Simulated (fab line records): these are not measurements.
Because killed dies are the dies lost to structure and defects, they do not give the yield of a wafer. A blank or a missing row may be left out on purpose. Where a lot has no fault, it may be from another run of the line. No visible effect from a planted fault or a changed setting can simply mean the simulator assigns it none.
Chamber matching	flow n5_finfet	N5_BEOL_M1_ALD_98 on ald_sin-02: 4 sister chambers
The step deposits SiO2, target thk 2.5 nm, pulse time 1 s, co reactant pulse time 1 s. 8 wafers are shown with their chamber, then 8 later ones without.

## WAFERS WITH THEIR CHAMBER
wafer	chamber	heater_power_w (W)	precursor_pulse_height_rel
L773.3	1	77	1.017
L775.2	0	74	1.001
L775.4	3	80	0.995
L775.6	3	78	1.024
L776.1	1	77	1.030
L776.4	2	77	1.004
L776.6	0	73	1.023
L778.1	2	78	1.014

## WAFERS WITHOUT THEIR CHAMBER
wafer	heater_power_w (W)	precursor_pulse_height_rel
L778.5	74	0.997
L778.6	80	0.977
L781.2	73	0.981
L781.3	78	1.034
L781.6	77	1.013
L785.1	79	0.974
L785.4	78	0.990
L785.6	75	1.007

## WHICH CHAMBER EACH WENT THROUGH
wafer	from the rows above	in truth
L778.5	0	0
L778.6	can't be placed: 3 or 2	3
L781.2	0	0
L781.3	can't be placed: 1 or 2 or 3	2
L781.6	can't be placed: 2 or 1 or 3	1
L785.1	can't be placed: 3 or 2 or 1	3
L785.4	can't be placed: 2 or 3 or 1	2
L785.6	can't be placed: 0 or 1 or 2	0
Placed correctly: 2 of 8. From these rows, 6 cannot be placed; in 6 the true chamber is one of the candidates. 0 placed wrongly.
How it was worked out, from the rows above alone: a wafer's distance from a chamber is the root of the sum, over the readings, of the square of ((its reading less the chamber's mean) divided by the reading's scatter). If the next closest chamber is less than 2 further off than the closest, the wafer can't be placed; otherwise it belongs to the closest. Each chamber's mean is taken over the wafers shown for it. The scatter: the root of (the sum of the squares of (reading less its chamber's mean) over the shown wafers, divided by (wafers less chambers)).
